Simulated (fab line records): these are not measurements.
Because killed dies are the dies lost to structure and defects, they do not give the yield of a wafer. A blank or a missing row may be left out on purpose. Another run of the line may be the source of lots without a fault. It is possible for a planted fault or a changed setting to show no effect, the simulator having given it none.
Which tool was responsible?    flow n5 finfet    10 lots, 30 wafers sampled, at 5 steps of a route of 1938

WHAT EACH GAUGE READ, for each wafer
N5_BEOL_M5_INSPECT_58: inspects for defects (darkfield). Usual: raw defect count reads 71 (standard deviation 25).
lot   measured      on                 raw defect count  flag
L726  day 8 09:12   defect inspect-02  75 113 88         
L730  day 9 13:16   defect inspect-01  57 73 68          
L729  day 9 15:52   defect inspect-01  67 63 75          
L731  day 9 17:04   defect inspect-01  55 60 44          
L739  day 12 05:13  defect inspect-02  86 88 80          
L744  day 12 12:44  defect inspect-01  75 73 71          
L743  day 12 21:59  defect inspect-01  74 47 52          
L745  day 13 10:35  defect inspect-01  53 56 53          
L747  day 13 13:46  defect inspect-01  45 48 45          
L748  day 14 08:03  defect inspect-02  69 80 89          

N5_BEOL_M6_THK_MEAS_01. Usual: for M6_ILD_THK the level is 155.1 nm and the standard deviation is 2.7.
lot   measured      on             M6_ILD_THK (nm)    flag
L726  day 8 09:49   film metro-01  152.0 154.5 155.7  
L730  day 9 13:53   film metro-02  158.3 158.4 156.1  
L729  day 9 16:58   film metro-01  156.7 151.5 154.9  
L731  day 9 17:40   film metro-02  151.1 152.6 155.1  
L739  day 12 05:49  film metro-01  188.7 154.4 157.5  OFF
L744  day 12 13:20  film metro-02  150.7 157.3 152.2  
L743  day 12 22:36  film metro-02  154.4 150.4 155.9  
L745  day 13 11:40  film metro-01  155.6 155.3 155.1  
L747  day 13 14:22  film metro-02  154.3 154.9 156.6  
L748  day 14 09:08  film metro-02  152.7 155.0 156.2  

TOOL THAT RAN EACH LOT (tool first, then ch and the chambers of the sampled wafers, then the start)
lot   N5_BEOL_M5_ANNEAL_51              N5_BEOL_M5_CMP_52              N5_BEOL_M6_ILD_DEP_00
L726  rtp anneal-01 ch 0, day 8 08:22   cmp-03 ch 0,1,3, day 8 08:37   pecvd-02 ch 1,2, day 8 09:14
L730  rtp anneal-01 ch 0, day 9 12:21   cmp-04 ch 1,2,3, day 9 12:46   pecvd-01 ch 1,2, day 9 13:18
L729  rtp anneal-02 ch 0, day 9 15:04   cmp-03 ch 0,1,3, day 9 15:20   pecvd-01 ch 0,1,2, day 9 15:55
L731  rtp anneal-01 ch 0, day 9 16:11   cmp-02 ch 1,2, day 9 16:29     pecvd-01 ch 1,2, day 9 17:05
L739  rtp anneal-02 ch 0, day 12 04:20  cmp-03 ch 0,1, day 12 04:38    pecvd-04 ch 0,1, day 12 05:15
L744  rtp anneal-02 ch 0, day 12 11:52  cmp-04 ch 2,3, day 12 12:05    pecvd-01 ch 0,2, day 12 12:46
L743  rtp anneal-01 ch 0, day 12 21:07  cmp-02 ch 1,2,3, day 12 21:29  pecvd-01 ch 0,1, day 12 22:01
L745  rtp anneal-02 ch 0, day 13 09:44  cmp-02 ch 0,2, day 13 10:00    pecvd-01 ch 0,1,2, day 13 10:37
L747  rtp anneal-01 ch 0, day 13 12:53  cmp-04 ch 0,2,3, day 13 13:15  pecvd-02 ch 0,1, day 13 13:48
L748  rtp anneal-01 ch 0, day 14 07:10  cmp-02 ch 0,1,2, day 14 07:28  pecvd-02 ch 0,1,2, day 14 08:05
- N5_BEOL_M5_ANNEAL_51: time 90 s.
- N5_BEOL_M5_CMP_52: polishes, stops on SiCOH lowk, t overpolish 6.9 s, target thk 62 nm.
- N5_BEOL_M6_ILD_DEP_00: deposits SiCOH lowk from DEMS/porogen, target thk 179.75 nm, time 33.4 s.

WHAT THE TOOLS THEMSELVES READ (means of the sampled wafers that have a number; where no wafer has one, the mark that the record gives instead)
N5_BEOL_M5_ANNEAL_51. Usual: wafer_temp_C_max reads 225.77 (standard deviation 0.22).
lot   tool           wafer_temp_C_max  flag
L726  rtp anneal-01  225.68            
L730  rtp anneal-01  225.93            
L729  rtp anneal-02  225.73            
L731  rtp anneal-01  225.92            
L739  rtp anneal-02  225.44            
L744  rtp anneal-02  225.65            
L743  rtp anneal-01  225.78            
L745  rtp anneal-02  225.78            
L747  rtp anneal-01  225.77            
L748  rtp anneal-01  225.70            

N5_BEOL_M5_CMP_52. Usual: barrier field endpoint s 25.1 s, standard deviation 0.83; clearing platen rpm 49.997 rpm, standard deviation 0.026; head pressure psi 1.0003 psi, standard deviation 0.002; motor current A 6.4 A, standard deviation 0.57; overpolish run s 6.900 s, standard deviation 0.0094; platen rpm 50.01 rpm, standard deviation 0.034; time to endpoint s 65 s, standard deviation 5.1.
lot   tool    barrier field endpoint s (s)  clearing platen rpm (rpm)  head pressure psi (psi)  motor current A (A)  overpolish run s (s)  platen rpm (rpm)  time to endpoint s (s)  flag
L726  cmp-03  24.4                          49.984                     1.0014                   6.3                  6.899                 50.00             66                      
L730  cmp-04  24.1                          50.003                     1.0011                   6.7                  6.912                 49.99             61                      
L729  cmp-03  24.7                          50.012                     0.9986                   6.2                  6.898                 50.00             62                      
L731  cmp-02  26.4                          50.017                     0.9980                   6.3                  6.894                 50.02             73                      
L739  cmp-03  25.0                          49.996                     0.9986                   6.2                  6.902                 50.02             62                      
L744  cmp-04  25.2                          49.964                     0.9987                   7.5                  6.895                 49.99             65                      
L743  cmp-02  25.9                          49.988                     1.0000                   6.1                  6.896                 50.05             69                      
L745  cmp-02  25.4                          50.012                     0.9999                   7.1                  6.906                 49.95             69                      
L747  cmp-04  24.5                          49.987                     1.0008                   6.6                  6.896                 50.01             61                      
L748  cmp-02  25.8                          49.987                     1.0015                   6.7                  6.901                 50.01             66                      

N5_BEOL_M6_ILD_DEP_00. Usual: heater power w 354 W, standard deviation 55; showerhead plenum p Torr 5.733 Torr, standard deviation 0.023; throttle valve pct 13.8 %, standard deviation 0.73.
lot   tool      heater power w (W)  showerhead plenum p Torr (Torr)  throttle valve pct (%)  flag
L726  pecvd-02  286                 5.734                            14.3                    
L730  pecvd-01  364                 5.709                            13.0                    
L729  pecvd-01  387                 5.725                            13.2                    
L731  pecvd-01  424                 5.703                            13.3                    
L739  pecvd-04  414                 5.742                            13.8                    
L744  pecvd-01  345                 5.751                            13.5                    
L743  pecvd-01  340                 5.746                            13.8                    
L745  pecvd-01  351                 5.720                            13.3                    
L747  pecvd-02  312                 5.732                            14.6                    
L748  pecvd-02  303                 5.737                            13.9                    

THE ANSWER, worked out from the rows above alone
Rule: a lot counts as off when the mean over its wafers that have a number is more than 3 standard deviations away from the usual mean. Also off: a lot with no number at a reading for which 4 or more lots have one. Any other lot the step has rows for is counted as sound. The gauges are gone through in route order, then the tools' own readings, and for those a lot's mean is taken as printed above. At the first step where some lot is off, the reading lying furthest off is the one used; lots without a number count as furthest.
Off: at N5_BEOL_M6_THK_MEAS_01 (M6_ILD_THK), L739.
If a tool, at a process step before that reading, ran all the lots that are off and no sound lot after the first of them, it fits. Gauges at N5_BEOL_M6_THK_MEAS_01: tried the same way as those tools. This does not decide it: 2 tools fit, namely cmp-03 at N5_BEOL_M5_CMP_52 and pecvd-04 at N5_BEOL_M6_ILD_DEP_00.

WHAT THE SIMULATOR HAD PUT IN
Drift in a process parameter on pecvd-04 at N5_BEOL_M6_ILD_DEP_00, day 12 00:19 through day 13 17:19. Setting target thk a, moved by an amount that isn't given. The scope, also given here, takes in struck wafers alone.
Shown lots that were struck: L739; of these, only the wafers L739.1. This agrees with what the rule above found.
